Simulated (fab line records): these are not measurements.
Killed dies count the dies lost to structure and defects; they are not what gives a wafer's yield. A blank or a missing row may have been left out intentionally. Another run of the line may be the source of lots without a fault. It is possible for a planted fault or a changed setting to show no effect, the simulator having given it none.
Which tool was responsible? + flow nandHarc + Sampling: 10 lots, 30 wafers, 5 of 1159 route steps

WHAT EACH GAUGE READ, for each wafer
NHARC_END_SORT_01.
| lot  | measured     | on        | killedAtArray | killedAtOther | killedAtPeriphery | killedDies | killedOpen | killedShort |
|------|--------------|-----------|---------------|---------------|-------------------|------------|------------|-------------|
| L174 | day 22 15:48 | prober-02 | 28 34 59      | 0 0 1         | 2 1 0             | 30 35 60   | 3 3 2      | 3 5 4       |

WHICH TOOL RAN EACH LOT (tool, then ch and the chambers of the sampled wafers, then the start)
| lot  | NHARC_A_CHANNEL_HOLE_D1_ETCH_38   | NHARC_A_CHANNEL_HOLE_D1_ETCH_39              | NHARC_A_CHANNEL_HOLE_D1_ETCH_16              | NHARC_A_CHANNEL_HOLE_D1_ETCH_20 |
|------|-----------------------------------|----------------------------------------------|----------------------------------------------|---------------------------------|
| L162 | rieDiel-13 ch 1,2, day 8 22:18    | rieDiel-13 ch 0,2,3, day 8 23:40 or earlier  | rieDiel-13 ch 1,2,3, day 8 23:40 or earlier  | harEtch-02 ch 0,1, day 8 23:40  |
| L163 | rieDiel-12 ch 0,1,3, day 8 22:40  | rieDiel-12 ch 0,2,3, day 8 23:55 or earlier  | rieDiel-12 ch 0,2,3, day 8 23:55 or earlier  | harEtch-01 ch 1, day 8 23:55    |
| L165 | rieDiel-12 ch 2,3, day 9 05:00    | rieDiel-12 ch 1,2,3, day 9 06:16 or earlier  | rieDiel-12 ch 2,3, day 9 06:16 or earlier    | harEtch-01 ch 0,1, day 9 06:16  |
| L169 | rieDiel-12 ch 0,1, day 10 05:01   | rieDiel-12 ch 0,2, day 10 06:19 or earlier   | rieDiel-12 ch 0,2, day 10 06:19 or earlier   | harEtch-01 ch 0,1, day 10 06:19 |
| L170 | rieDiel-13 ch 0,2,3, day 10 09:20 | rieDiel-13 ch 1,2, day 10 10:35 or earlier   | rieDiel-13 ch 0,1,3, day 10 10:35 or earlier | harEtch-01 ch 0,1, day 10 10:35 |
| L171 | rieDiel-01 ch 1,2,3, day 10 20:25 | rieDiel-01 ch 0,1,2, day 10 21:37 or earlier | rieDiel-01 ch 0,3, day 10 21:37 or earlier   | harEtch-02 ch 0,1, day 10 21:37 |
| L174 | rieDiel-12 ch 0,1,3, day 11 07:11 | rieDiel-12 ch 0,3, day 11 08:41 or earlier   | rieDiel-12 ch 0,1,3, day 11 08:41 or earlier | harEtch-02 ch 0,1, day 11 08:41 |
| L173 | rieDiel-01 ch 1,2,3, day 11 17:30 | rieDiel-01 ch 0,2,3, day 11 18:42 or earlier | rieDiel-01 ch 0,1,2, day 11 18:42 or earlier | harEtch-01 ch 0,1, day 11 18:42 |
| L178 | rieDiel-13 ch 1,2,3, day 12 09:58 | rieDiel-13 ch 0,2,3, day 12 11:17 or earlier | rieDiel-13 ch 0,1,3, day 12 11:17 or earlier | harEtch-01 ch 0,1, day 12 11:17 |
| L177 | rieDiel-01 ch 1,3, day 12 11:23   | rieDiel-01 ch 1,2,3, day 12 15:23 or earlier | rieDiel-01 ch 0,3, day 12 15:23 or earlier   | harEtch-01 ch 0, day 12 15:23   |
- NHARC_A_CHANNEL_HOLE_D1_ETCH_38: etches the open film in CF4, target depth 39 nm, time 65 s.
- NHARC_A_CHANNEL_HOLE_D1_ETCH_39: etches the open film in N2/H2, target depth 260 nm, time 325 s.
- NHARC_A_CHANNEL_HOLE_D1_ETCH_16: etches the open film in O2/COS, target depth 3100 nm, time 806 s.
- NHARC_A_CHANNEL_HOLE_D1_ETCH_20: etches the open film in C4F8/O2/Ar, time 361.9 s, target depth 1600 nm.

AS READ BY THE TOOLS THEMSELVES (means over the sampled wafers that have a number; for cases with no such wafer, the mark the record gives instead)
NHARC_A_CHANNEL_HOLE_D1_ETCH_38.
| lot  | tool       | drypumpMotorCurrentA (A) | oesProductAu (a.u.) | rfFwdPowerW (W) | rfVppV (V) | runLengthS (s) | showerheadPlenumPTorr (Torr) | throttleValvePct (%) |
|------|------------|--------------------------|---------------------|-----------------|------------|----------------|------------------------------|----------------------|
| L162 | rieDiel-13 | 6.0                      | 0.999               | 296.4           | 152.7      | 85.8           | 1.81                         | 13.281               |
| L163 | rieDiel-12 | 5.5                      | 1.002               | 297.5           | 150.9      | 86.2           | 1.79                         | 13.282               |
| L165 | rieDiel-12 | 6.0                      | 0.993               | 296.8           | 151.1      | 86.0           | 1.75                         | 13.283               |
| L169 | rieDiel-12 | 5.3                      | 0.998               | 297.0           | 151.3      | 86.0           | 1.81                         | 13.288               |
| L170 | rieDiel-13 | 5.6                      | 0.997               | 297.7           | 151.3      | 86.0           | 1.81                         | 13.280               |
| L171 | rieDiel-01 | 5.9                      | 0.999               | 296.8           | 151.1      | 86.3           | 1.77                         | 13.282               |
| L174 | rieDiel-12 | 5.5                      | 1.002               | 296.1           | 151.2      | 81.0           | 1.79                         | 13.286               |
| L173 | rieDiel-01 | 5.9                      | 1.000               | 297.2           | 151.5      | 86.4           | 1.77                         | 13.297               |
| L178 | rieDiel-13 | 6.0                      | 1.001               | 297.0           | 151.7      | 86.0           | 1.82                         | 13.290               |
| L177 | rieDiel-01 | 5.9                      | 0.988               | 296.5           | 151.0      | 86.9           | 1.70                         | 13.287               |

NHARC_A_CHANNEL_HOLE_D1_ETCH_39.
| lot  | tool       | drypumpMotorCurrentA (A) | n2FlowSccm (sccm) | oesProductAu (a.u.) | rfFwdPowerW (W) | rfVppV (V) | runLengthS (s) | showerheadPlenumPTorr (Torr) | throttleValvePct (%) |
|------|------------|--------------------------|-------------------|---------------------|-----------------|------------|----------------|------------------------------|----------------------|
| L162 | rieDiel-13 | 5.6                      | 149.7             | 0.992               | 399.1           | 432.5      | 346.2          | 2.10                         | 14.170               |
| L163 | rieDiel-12 | 5.5                      | 149.9             | 0.997               | 400.0           | 432.8      | 345.9          | 2.07                         | 14.179               |
| L165 | rieDiel-12 | 5.9                      | 149.9             | 0.998               | 397.5           | 429.7      | 346.4          | 2.02                         | 14.169               |
| L169 | rieDiel-12 | 5.8                      | 150.0             | 1.001               | 397.9           | 431.0      | 345.9          | 2.05                         | 14.172               |
| L170 | rieDiel-13 | 6.0                      | 150.0             | 0.996               | 400.3           | 431.3      | 346.0          | 2.09                         | 14.169               |
| L171 | rieDiel-01 | 6.1                      | 149.6             | 1.003               | 398.4           | 433.5      | 345.7          | 2.14                         | 14.166               |
| L174 | rieDiel-12 | 5.3                      | 150.2             | 1.011               | 399.5           | 431.4      | 346.3          | 2.08                         | 14.171               |
| L173 | rieDiel-01 | 6.0                      | 150.1             | 1.005               | 398.2           | 432.7      | 345.9          | 2.08                         | 14.168               |
| L178 | rieDiel-13 | 5.6                      | 150.0             | 0.998               | 398.7           | 431.3      | 345.9          | 2.10                         | 14.176               |
| L177 | rieDiel-01 | 5.9                      | 150.0             | 0.998               | 399.2           | 430.3      | 346.4          | 2.04                         | 14.167               |

NHARC_A_CHANNEL_HOLE_D1_ETCH_16.
| lot  | tool       | cosFlowSccm (sccm) | drypumpMotorCurrentA (A) | oesProductAu (a.u.) | rfFwdPowerW (W) | rfVppV (V) | runLengthS (s) | showerheadPlenumPTorr (Torr) | throttleValvePct (%) |
|------|------------|--------------------|--------------------------|---------------------|-----------------|------------|----------------|------------------------------|----------------------|
| L162 | rieDiel-13 | 20.02              | 6.0                      | 0.995               | 500.3           | 314.7      | 827.1          | 3.22                         | 28.334               |
| L163 | rieDiel-12 | 20.05              | 5.5                      | 1.004               | 499.1           | 313.9      | 827.2          | 3.16                         | 28.317               |
| L165 | rieDiel-12 | 19.98              | 6.0                      | 0.996               | 500.8           | 313.6      | 827.1          | 3.10                         | 28.335               |
| L169 | rieDiel-12 | 20.02              | 5.3                      | 0.998               | 499.1           | 315.0      | 826.9          | 3.20                         | 28.319               |
| L170 | rieDiel-13 | 20.01              | 5.5                      | 0.997               | 499.2           | 314.7      | 827.1          | 3.13                         | 28.336               |
| L171 | rieDiel-01 | 19.96              | 6.0                      | 0.994               | 500.6           | 313.2      | 827.3          | 3.05                         | 28.339               |
| L174 | rieDiel-12 | 19.95              | 5.5                      | 1.001               | 498.8           | 315.1      | 827.2          | 3.15                         | 28.333               |
| L173 | rieDiel-01 | 19.96              | 6.0                      | 1.008               | 498.3           | 316.9      | 826.9          | 3.27                         | 28.326               |
| L178 | rieDiel-13 | 20.01              | 5.5                      | 0.994               | 500.5           | 314.7      | 827.2          | 3.13                         | 28.336               |
| L177 | rieDiel-01 | 19.97              | 6.0                      | 1.008               | 498.2           | 315.5      | 827.1          | 3.19                         | 28.333               |

NHARC_A_CHANNEL_HOLE_D1_ETCH_20.
| lot  | tool       | drypumpMotorCurrentA (A) | showerheadPlenumPTorr (Torr) | throttleValvePct (%) |
|------|------------|--------------------------|------------------------------|----------------------|
| L162 | harEtch-02 | 5.5                      | 3.71                         | 32.153               |
| L163 | harEtch-01 | 5.7                      | 3.81                         | 32.155               |
| L165 | harEtch-01 | 5.5                      | 3.77                         | 32.149               |
| L169 | harEtch-01 | 5.5                      | 3.77                         | 32.167               |
| L170 | harEtch-01 | 5.5                      | 3.76                         | 32.160               |
| L171 | harEtch-02 | 5.5                      | 3.69                         | 32.157               |
| L174 | harEtch-02 | 5.9                      | 3.66                         | 32.154               |
| L173 | harEtch-01 | 5.3                      | 3.71                         | 32.141               |
| L178 | harEtch-01 | 5.4                      | 3.70                         | 32.154               |
| L177 | harEtch-01 | 5.2                      | 3.66                         | 32.158               |

THE ANSWER, worked out from the rows above alone
Rule: what is usual is taken from the lots themselves. Put in order of their means at a reading, lots are off if they are a third of the lots or fewer, leave a main group of 4 or more, and stand apart from it by a gap of 3 or more times the standard deviation of the main group's means; of several such gaps the widest counts. A main group whose means are all the same, to the digits that the tables above print for the reading, isn't used. Also off: a lot with no number at a reading for which 4 or more lots have one. The other lots that the step has rows for count as sound. After the gauges, taken in route order, come the tools' own readings; for these a lot's mean is taken, as printed above. At the first step where some lot is off, the reading lying furthest off is the one used; lots without a number count as furthest.
Off, at NHARC_A_CHANNEL_HOLE_D1_ETCH_38 on runLengthS: L174. Main group: mean 86.2 s, sd 0.31.
If a tool, at that step or one of the process steps before it, ran each lot that is off and ran no sound lot following the first of them, it fits. One candidate fits, namely rieDiel-12 at NHARC_A_CHANNEL_HOLE_D1_ETCH_38. A fault onset in the window from L169 (day 10 05:01, its last sound lot) to L174 (day 11 07:11, its first lot off) fits.
On the lots that are off, the tool's own readings at NHARC_A_CHANNEL_HOLE_D1_ETCH_38 differ by more than 5 times the standard deviation of the sound lots' means, which bears it out; runLengthS reads 81.0 s there versus 86.2 s on the sound lots.

WHAT THE SIMULATOR HAD INSERTED
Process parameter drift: rieDiel-12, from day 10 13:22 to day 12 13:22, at NHARC_A_CHANNEL_HOLE_D1_ETCH_38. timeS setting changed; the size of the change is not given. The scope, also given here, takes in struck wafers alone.
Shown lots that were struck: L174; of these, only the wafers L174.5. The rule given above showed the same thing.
